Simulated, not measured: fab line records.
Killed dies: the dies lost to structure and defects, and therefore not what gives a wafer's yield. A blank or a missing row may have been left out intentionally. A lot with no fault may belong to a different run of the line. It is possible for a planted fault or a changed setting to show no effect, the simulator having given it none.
Matching of chambers -- flow nand harc -- 3 sister chambers for NHARC_A_STAIRCASE_DEP_325 on pecvd-02
The step deposits SiO2, target thk 3800 nm. 6 wafers are shown with their chamber, then 7 later ones without.

== EACH WAFER AND ITS CHAMBER ==
wafer,chamber,heater power outer w (W),heater power w (W)
L086.3,0,558,962
L090.2,1,458,772
L090.3,2,358,652
L090.4,0,445,794
L092.1,2,366,664
L092.3,1,478,813

== WAFERS WITH NO CHAMBER GIVEN ==
wafer,heater power outer w (W),heater power w (W)
L092.5,444,786
L096.1,328,608
L096.3,484,858
L096.4,370,665
L097.3,332,630
L097.4,430,784
L097.6,382,661

== THE CHAMBER EACH PASSED THROUGH ==
wafer,from the rows above,in truth
L092.5,can't be placed: 1 or 0 or 2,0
L096.1,2,2
L096.3,can't be placed: 0 or 1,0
L096.4,2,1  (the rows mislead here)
L097.3,2,2
L097.4,can't be placed: 1 or 0 or 2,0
L097.6,2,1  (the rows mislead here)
Correct placement for 2 of the 7. These rows do not allow placing 3 (true chamber among the candidates in 3). Number placed wrongly: 2.
How it was worked out, from the rows above alone: a wafer's distance from a chamber is the root of the sum, over the readings, of the square of ((its reading less the chamber's mean) divided by the reading's scatter). The wafer belongs to the nearest chamber; if the next one is less than 2 further off, it can't be placed. Each chamber's mean is taken over the wafers shown for it. How the scatter is found: for the shown wafers, subtract from each reading the mean of its chamber, square and add these, divide the total by (wafers less chambers), then take the root.
